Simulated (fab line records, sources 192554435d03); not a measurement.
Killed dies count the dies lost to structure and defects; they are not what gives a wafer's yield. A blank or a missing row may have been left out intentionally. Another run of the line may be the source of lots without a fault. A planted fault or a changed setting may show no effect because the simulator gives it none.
2 desks looking at one fault ; flow n5_finfet ; every desk sees just its own numbers, and what lay behind them comes last

## METROLOGY DESK
Means of the sampled wafers that have a number, per lot and without regard to the tool the lot ran on: this is what the gauges read. Marked OUT: a lot whose mean sits more than 4 standard deviations from the usual mean, which makes it out of limits; the brackets give that distance. It has 14 readings; the 7 that lie furthest out on some lot are the ones shown.
Columns: A = M3_THK at N5_BEOL_M3_THK_MEAS_53, usual 39.0 nm; B = M3_RS at N5_BEOL_M3_RS_MEAS_58, usual 0.673 ohm/sq; C = DIBL_N at N5_BEOL_M4_RC_MEAS_101, usual 36.3 mV/V; D = IOFF_N at N5_BEOL_M4_RC_MEAS_101, usual 0.157 nA/um; E = IOFF_P at N5_BEOL_M4_RC_MEAS_101, usual 0.206 nA/um; F = SERP_M3 at N5_BEOL_M4_RC_MEAS_101, usual 199 ohm/um; G = SERP_M3_max_site at N5_BEOL_M4_RC_MEAS_101, usual 210 ohm/um
lot;first seen here;A;B;C;D;E;F;G
L215;day 8 23:40;39.8;0.661;38.4;0.178;0.222;210;223
L216;day 9 01:25;40.4;0.636;36.5;0.191;0.251;175;184
L217;day 9 02:26;39.2;0.663;36.3;0.151;0.182;202;216
L218;day 9 10:21;35.3;0.776;36.0;0.158;0.190;225;237
L219;day 9 12:37;39.9;0.652;36.3;0.140;0.185;199;211
L221;day 10 10:35;36.8;0.725;37.2;0.165;0.212;218;235
L229;day 12 11:05;39.4;0.667;35.2;0.150;0.212;197;206
L230;day 12 17:32;38.9;0.676;36.0;0.143;0.208;193;201
L231;day 13 00:19;38.9;0.669;35.6;0.144;0.188;199;208
This desk's verdict: no lot among the 9 shows anything out of limits.

## THE TOOL OWNER'S DESK: pecvd-04
The tool's own readings at N5_BEOL_M2_DEP_57 (deposits SiCN from 3MS/NH3, target thk 8 nm, time 14 s): means of the sampled wafers that have a number, for each lot that ran on this tool. Marked OUT: a lot whose mean sits more than 4 standard deviations from the usual mean, which makes it out of limits; the brackets give that distance.
Columns: A = rf_fwd_power_W at N5_BEOL_M2_DEP_57, usual 199.6 W; B = showerhead_plenum_p_Torr at N5_BEOL_M2_DEP_57, usual 3.665 Torr; C = throttle_valve_pct at N5_BEOL_M2_DEP_57, usual 9.1 %
lot;first seen here;A;B;C
L216;day 8 12:25;199.9;3.668;8.7
L217;day 8 15:05;200.4;3.666;8.9
L218;day 9 04:31;200.8;3.665;8.9
L221;day 9 17:18;198.7;3.669;8.8
L229;day 11 22:35;199.8;3.672;9.0
This desk's verdict: no lot among the 5 shows anything out of limits.

## PUT TOGETHER
Metrology desk: nothing out of limits seen.
The desk of the tool owner found nothing out of limits.

## WHAT WAS PUT IN BY THE SIMULATOR
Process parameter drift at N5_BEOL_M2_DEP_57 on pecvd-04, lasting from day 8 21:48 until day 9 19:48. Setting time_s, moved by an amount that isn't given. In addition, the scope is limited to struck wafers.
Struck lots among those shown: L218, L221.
